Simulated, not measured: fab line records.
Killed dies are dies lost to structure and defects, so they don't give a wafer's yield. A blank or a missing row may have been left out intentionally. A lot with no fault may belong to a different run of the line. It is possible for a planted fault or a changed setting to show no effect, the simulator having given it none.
fab line records    flow n5Finfet
record: lots: 9  wafers: 26  lastDay: 18
route steps=1938 shown MOL_CONTACT_COAG@532 BEOL_M4@1111
lots that met no fault: from a run of the same line without faults
startH: start of the lot's first displayed wafer, in hours after the record's first day    waitH: hours since the lot's step before    " unchanged from the row above    L1.1+2: one row covering several wafers at once    - no value, or no start was given    * or withheld: withheld    < > ~ a bound
route shown NAME@n: a module of which the file shows steps, and the number in the route of the first    usual: the fault-free wafers' mean and standard deviation    same: alike in all rows    chamber/n: place in a boat    sites: each site's reading    _std_site: standard deviation across them    _edge_site: outer sites' mean less inner sites'    radiusMm: how far each site lies from the wafer's centre    mask NAME#n: copy n    behind: the most recent tool/chamber to have shaped the wafer    hold: the reason the lot was held/the length of the hold in hours/how it ended    device: the transistor (n, p or np) that didn't switch    end of line: tests run on the same wafers once the route is complete    for a step that has no rows: nothing shown but its recipe    killed: count of dies lost to structure and defects at first sort (not the wafer's yield)    map: shows each die of a wafer: x if killed, . if not, _ if none is there
set.NAME: setting as actually run; set.NAME@STEP: the setting as run at that earlier step    model.NAME: the simulator's own value behind a step, which no gauge read
route steps across a sampled set of lots; one table per step, one row per wafer
services: from which hour (startH, from the record's first day; less than 0 if before it) a tool's chamber was out of use, for how many hours, and why
== steps ==
step: N5_MOL_CONTACT_COAG_ETCH_106
recipe: chemistry: N2/H2  target: SOC  targetDepthA: 800  overetchA: 160  maskMaterial: SiARC  tempC: 40  timeS: 120  ionEnergyEv: 200  pressureMtorr: 30  sourceW: 840  biasW: 150  n2FlowSccm: 200  h2FlowSccm: 200
usual: drypumpMotorCurrentA: 5.8/0.48  oesProductAu: 0.69/0.069  rfVppV: 523.9/2.3  showerheadPlenumPTorr: 2.55/0.072  throttleValvePct: 17.98/0.26
lot.wafer  tool        chamber  startH  waitH  drypumpMotorCurrentA  oesProductAu  rfHoursCounterH  rfVppV  showerheadPlenumPTorr  throttleValvePct
L325.1     rieDiel-05  1        119.97  0.0    4.8                   0.64          186              527.7   2.63                   18.27
L325.4     "           2        "       "      5.9                   0.65          184              523.0   2.50                   17.55
L325.6     "           2        "       "      5.8                   0.65          -                522.7   2.50                   17.55
L326.4     rieDiel-05  2        127.68  0.0    5.9                   0.65          186              524.0   2.50                   17.56
L326.5     "           1        "       "      4.8                   0.63          -                526.3   2.63                   18.29
L326.6     "           0        "       "      6.4                   0.69          -                519.9   2.46                   17.90
L327.3     rieDiel-02  1        135.08  0.0    5.9                   0.69          123              520.5   2.48                   18.06
L327.5     "           3        "       "      5.9                   0.84          -                522.6   2.51                   17.92
L327.6     "           2        "       "      5.7                   0.73          -                525.6   2.59                   17.88
L331.1     rieDiel-01  2        157.59  0.0    5.7                   0.68          167              526.8   2.65                   18.25
L331.2     "           3        "       "      5.7                   0.68          165              522.7   2.54                   17.90
L331.3     "           1        "       "      6.6                   0.61          244              525.6   2.64                   17.77
L333.1     rieDiel-01  2        169.25  0.0    5.7                   0.68          170              527.5   2.64                   18.26
L333.3     "           3        "       "      5.7                   0.67          168              523.6   2.54                   17.90
L333.5     "           1        "       "      6.6                   0.62          -                525.6   2.64                   17.78
L335.1     rieDiel-02  0        181.29  0.0    5.3                   0.65          192              522.3   2.54                   18.35
L335.5     "           3        "       "      5.9                   0.81          -                523.8   2.50                   17.96
L335.6     "           0        "       "      5.3                   0.65          -                524.2   2.54                   18.37
L336.1     rieDiel-02  0        189.61  0.0    5.3                   0.65          196              522.9   2.54                   18.38
L336.3     "           2        "       "      5.7                   0.71          101              524.1   2.58                   17.93
L336.6     "           3        "       "      5.9                   0.80          -                523.4   2.50                   17.96
L340.3     rieDiel-02  0        209.60  0.0    5.3                   0.64          203              521.8   2.53                   18.39
L340.4     "           0        "       "      5.3                   0.64          -                523.1   2.53                   18.39
L340.6     "           3        "       "      5.9                   0.79          -                522.1   2.50                   17.97
L343.2     rieDiel-05  1        230.31  0.0    4.7                   0.62          225              526.4   2.61                   18.35
L343.5     "           0        "       "      6.4                   0.67          -                521.0   2.44                   17.95
step: N5_MOL_CONTACT_COAG_ETCH_110
recipe: chemistry: CF4/O2  target: Si  targetDepthA: 25  timeS: 8  pressureMtorr: 100  sourceW: 200  biasW: 12  ionEnergyEv: 60  Ar_flow_sccm: 100  cf4FlowSccm: 100  O2_flow_sccm: 10
usual: O2_flow_sccm: 10.00/0.031  drypumpMotorCurrentA: 5.8/0.48  oesProductAu: 0.76/0.084  rfVppV: 128/4.4  showerheadPlenumPTorr: 2.22/0.06  throttleValvePct: 10.87/0.24
lot.wafer  tool        chamber  startH  waitH  O2_flow_sccm  drypumpMotorCurrentA  oesProductAu  rfHoursCounterH  rfVppV  showerheadPlenumPTorr  throttleValvePct
L325.1     rieDiel-05  1        120.17  0.0    10.01         4.8                   0.70          186              130     2.30                   11.08
L325.4     "           2        "       "      9.98          5.9                   0.74          184              130     2.20                   10.86
L325.6     "           2        "       "      9.98          5.9                   0.73          -                130     2.20                   10.87
L326.4     rieDiel-05  2        127.88  0.0    9.98          5.9                   0.74          186              131     2.20                   10.90
L326.5     "           1        "       "      9.98          4.7                   0.70          -                131     2.29                   11.12
L326.6     "           0        "       "      10.04         6.4                   0.75          -                125     2.17                   10.92
L327.3     rieDiel-02  1        135.28  0.0    10.03         5.9                   0.74          123              133     2.13                   10.64
L327.5     "           3        "       "      9.94          5.9                   0.94          -                124     2.19                   10.56
L327.6     "           2        "       "      10.03         5.8                   0.80          -                134     2.26                   10.78
L331.1     rieDiel-01  2        157.79  0.0    10.05         5.7                   0.77          167              132     2.30                   11.08
L331.2     "           3        "       "      9.98          5.8                   0.77          165              125     2.21                   10.77
L331.3     "           1        "       "      10.03         6.5                   0.70          244              133     2.27                   10.77
L333.1     rieDiel-01  2        169.45  0.0    10.02         5.7                   0.76          170              131     2.30                   11.08
L333.3     "           3        "       "      10.00         5.7                   0.77          168              127     2.20                   10.79
L333.5     "           1        "       "      10.02         6.5                   0.70          -                132     2.27                   10.78
L335.1     rieDiel-02  0        181.49  0.0    9.96          5.3                   0.73          192              119     2.22                   11.12
L335.5     "           3        "       "      10.01         5.9                   0.92          -                127     2.18                   10.62
L335.6     "           0        "       "      9.96          5.3                   0.74          -                122     2.22                   11.13
L336.1     rieDiel-02  0        189.81  0.0    10.02         5.3                   0.91          196              120     2.22                   11.11
L336.3     "           2        "       "      10.01         5.7                   0.77          101              132     2.26                   10.83
L336.6     "           3        "       "      9.99          5.9                   1.13          -                125     2.18                   10.62
L340.3     rieDiel-02  0        209.79  0.0    10.04         5.3                   0.72          203              120     2.21                   11.15
L340.4     "           0        "       "      10.04         5.3                   0.72          -                120     2.21                   11.15
L340.6     "           3        "       "      9.95          5.9                   1.13          -                124     2.18                   10.67
L343.2     rieDiel-05  1        230.50  0.0    10.09         4.8                   0.66          225              130     2.28                   11.23
L343.5     "           0        "       "      9.99          6.4                   0.73          -                124     2.16                   11.01
step: N5_MOL_CONTACT_COAG_PRE_CLEAN_141
recipe: gas: H2/He  timeS: 60  tempC: 300
usual: heaterPowerW: 469/34  susceptorTempC: 300.00/0.19
lot.wafer  tool           chamber  startH  waitH  heaterPowerW  susceptorTempC
L325.1     pvdSputter-02  -        122.74  1.1    437           300.05
L325.4     "              -        "       "      437           300.04
L325.6     "              -        "       "      483           300.06
L326.4     pvdSputter-01  -        129.29  0.2    526           300.21
L326.5     "              -        "       "      415           300.28
L326.6     "              -        "       "      537           300.02
L327.3     pvdSputter-03  -        137.00  0.2    464           300.29
L327.5     "              -        "       "      411           299.83
L327.6     "              -        "       "      479           299.98
L331.1     pvdSputter-03  -        161.56  0.7    392           299.74
L331.2     "              -        "       "      470           300.14
L331.3     "              -        "       "      474           300.00
L333.1     pvdSputter-03  -        172.84  0.6    410           300.06
L333.3     "              -        "       "      469           300.01
L333.5     "              -        "       "      408           299.79
L335.1     pvdSputter-02  -        184.81  0.5    510           300.02
L335.5     "              -        "       "      503           299.77
L335.6     "              -        "       "      454           300.05
L336.1     pvdSputter-03  -        192.51  0.8    415           300.05
L336.3     "              -        "       "      472           299.91
L336.6     "              -        "       "      501           300.22
L340.3     pvdSputter-02  -        211.48  0.5    433           299.94
L340.4     "              -        "       "      514           299.95
L340.6     "              -        "       "      477           300.02
L343.2     pvdSputter-03  -        233.91  1.0    473           300.08
L343.5     "              -        "       "      475           300.46
step: N5_MOL_CONTACT_COAG_CO_FILL_22
recipe: material: Co  targetThkA: 200  tempC: 200  precursor: CCTBA/H2  pressureTorr: 30
usual: heaterPowerW: 239/33  susceptorTempC: 199.99/0.16
lot.wafer  tool      chamber  startH  waitH  heaterPowerW  sinceWetCleanH  susceptorTempC
L325.1     cvdCo-02  0        122.92  0.1    223           883             199.80
L325.4     "         0        "       "      222           -               199.92
L325.6     "         2        "       "      231           -               200.12
L326.4     cvdCo-01  1        129.76  0.4    285           -               200.00
L326.5     "         2        "       "      195           -               199.82
L326.6     "         0        "       "      287           -               200.15
L327.3     cvdCo-01  2        137.19  0.1    190           219             200.37
L327.5     "         0        "       "      291           -               199.81
L327.6     "         2        "       "      192           -               200.12
L331.1     cvdCo-02  2        161.76  0.1    232           463             200.08
L331.2     "         0        "       "      217           922             199.95
L331.3     "         1        "       "      224           25              200.14
L333.1     cvdCo-01  1        173.02  0.1    293           1152            199.65
L333.3     "         2        "       "      193           255             200.25
L333.5     "         1        "       "      285           -               199.68
L335.1     cvdCo-02  0        184.99  0.1    219           945             199.77
L335.5     "         2        "       "      232           -               200.16
L335.6     "         1        "       "      228           -               200.08
L336.1     cvdCo-01  0        192.69  0.1    281           734             200.09
L336.3     "         1        "       "      286           1172            199.84
L336.6     "         2        "       "      194           -               199.99
L340.3     cvdCo-01  0        211.96  0.4    286           -               199.82
L340.4     "         2        "       "      195           -               200.05
L340.6     "         0        "       "      282           -               200.21
L343.2     cvdCo-02  1        234.09  0.1    219           98              199.76
L343.5     "         0        "       "      224           -               200.00
step: N5_BEOL_M4_RC_MEAS_101
usual: DIBL_N: 36.0/2.5  DIBL_P: 36.2/3  IOFF_N: 0.16/0.044  IOFF_P: 0.21/0.049  ION_N: 671/15  ION_P: 461/8.7  SS_N: 71.5/0.72  SS_P: 73.4/0.9  VT_N: 251/4.4  VT_P: -250/4
lot.wafer  tool       chamber  startH  waitH  DIBL_N[mV/V]  DIBL_P[mV/V]  IOFF_N[nA/um]  IOFF_P[nA/um]  ION_N[uA/um]  ION_P[uA/um]  SS_N[mV/dec]  SS_P[mV/dec]  VT_N[mV]  VT_P[mV]
L325.1     prober-02  0        215.26  0.0    41.4          41.8          0.26           0.29           697           466           72.5          75.0          245       -246
L325.4     "          0        "       "      38.8          39.1          0.19           0.24           673           457           73.0          74.2          247       -249
L325.6     "          0        "       "      39.2          39.7          0.20           0.24           690           468           72.9          75.1          248       -251
L326.4     prober-01  0        219.58  0.5    36.4          36.8          0.15           0.20           678           464           71.5          73.5          252       -251
L326.5     "          0        "       "      34.6          33.4          0.11           0.16           653           452           70.4          72.5          255       -253
L326.6     "          0        "       "      35.0          35.4          0.12           0.20           669           468           71.6          72.8          255       -252
L327.3     prober-02  0        223.87  0.3    37.0          36.6          0.16           0.20           669           457           72.0          73.2          254       -252
L327.5     "          0        "       "      36.0          35.6          0.14           0.19           663           460           71.0          72.6          255       -251
L327.6     "          0        "       "      39.7          40.1          0.21           0.26           700           473           72.0          74.0          246       -249
L331.1     prober-02  0        251.89  0.0    36.6          36.2          0.16           0.21           666           452           71.6          73.5          252       -250
L331.2     "          0        "       "      38.0          37.7          0.18           0.22           680           460           71.9          74.1          249       -253
L331.3     "          0        "       "      30.6          28.6          0.08           0.11           656           446           70.4          71.3          259       -260
L333.1     prober-01  0        258.40  0.0    36.0          36.7          0.15           0.22           671           461           71.7          73.2          252       -247
L333.3     "          0        "       "      36.6          38.2          0.17           0.24           686           471           71.6          74.0          250       -244
L333.5     "          0        "       "      35.9          35.8          0.15           0.19           658           450           72.3          73.3          254       -253
L336.1     prober-02  0        271.01  0.0    37.8          38.0          0.20           0.22           692           460           71.4          74.0          245       -253
L336.3     "          0        "       "      34.2          32.6          0.12           0.15           660           448           71.2          72.5          254       -254
L336.6     "          0        "       "      38.7          38.6          0.23           0.24           701           462           72.4          74.3          243       -252
L335.1     prober-02  0        275.70  0.0    34.1          35.5          0.13           0.21           669           466           71.0          73.4          251       -248
L335.5     "          0        "       "      37.7          38.3          0.21           0.25           676           466           72.5          74.1          247       -247
L335.6     "          0        "       "      34.2          35.0          0.14           0.20           667           466           71.3          73.2          249       -252
L340.3     prober-02  0        306.95  0.3    36.2          37.6          0.16           0.25           674           477           71.6          73.7          250       -247
L340.4     "          0        "       "      33.7          33.4          0.11           0.17           657           453           71.6          72.2          256       -254
L340.6     "          0        "       "      39.4          39.9          0.22           0.28           695           469           73.2          73.9          243       -247
L343.2     prober-02  0        318.85  0.2    37.1          38.2          0.17           0.21           685           470           71.1          74.5          253       -253
L343.5     "          0        "       "      34.0          34.5          0.12           0.16           675           460           70.8          73.5          252       -258
== services ==
tool           chamber  startH  hours  kind
pvdSputter-01  -        103.56  0.8    repair
pvdSputter-01  -        112.07  4.3    repair
rieDiel-05     3        132.65  7.5    repair
pvdSputter-02  -        134.70  2.2    repair
rieDiel-01     1        135.00  12.9   repair
pvdSputter-01  -        138.71  1.8    repair
cvdCo-01       -        139.55  6.9    pm
rieDiel-01     1        177.02  -      clean
rieDiel-01     1        177.02  -      consumableReplace:esc
rieDiel-01     1        177.02  -      consumableReplace:focusRing
rieDiel-01     1        177.02  20.8   scheduledDown
rieDiel-01     1        177.02  20.8   ventCycle
rieDiel-02     -        195.71  3.6    repair
cvdCo-02       0        199.15  4.1    repair
rieDiel-01     0        199.26  -      clean
rieDiel-01     0        199.26  -      consumableReplace:focusRing
rieDiel-01     0        199.26  -      consumableReplace:showerhead
rieDiel-01     0        199.26  18.1   scheduledDown
rieDiel-01     0        199.26  18.1   ventCycle
rieDiel-05     0        203.48  8.1    repair
rieDiel-02     2        205.00  27.5   repair
cvdCo-01       1        207.95  6.3    repair
cvdCo-01       -        222.18  14.6   pm
rieDiel-02     0        226.35  10.5   repair
== key ==
firstSign: step: N5_MOL_CONTACT_COAG_ETCH_110  reading: oesProductAu  direction: up  sigmas: 3.5  usual: 0.76  struck: 1.06
effect none on later readings
metAt N5_MOL_CONTACT_COAG_ETCH_110
struckLots L336,L340
struckWafers L336.1,L336.6,L340.6
notActingAt N5_MOL_CONTACT_COAG_ETCH_106,N5_MOL_CONTACT_COAG_PRE_CLEAN_141,N5_MOL_CONTACT_COAG_CO_FILL_22
onsetBetween 181.49 189.81
fault: kind: processParameterDrift  tool: rieDiel-02  chamber: -  onsetH: 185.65  steps: N5_MOL_CONTACT_COAG_ETCH_110  channel: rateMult  offset: 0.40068  shape: step  endH: 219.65  scope: struckWafersOnly
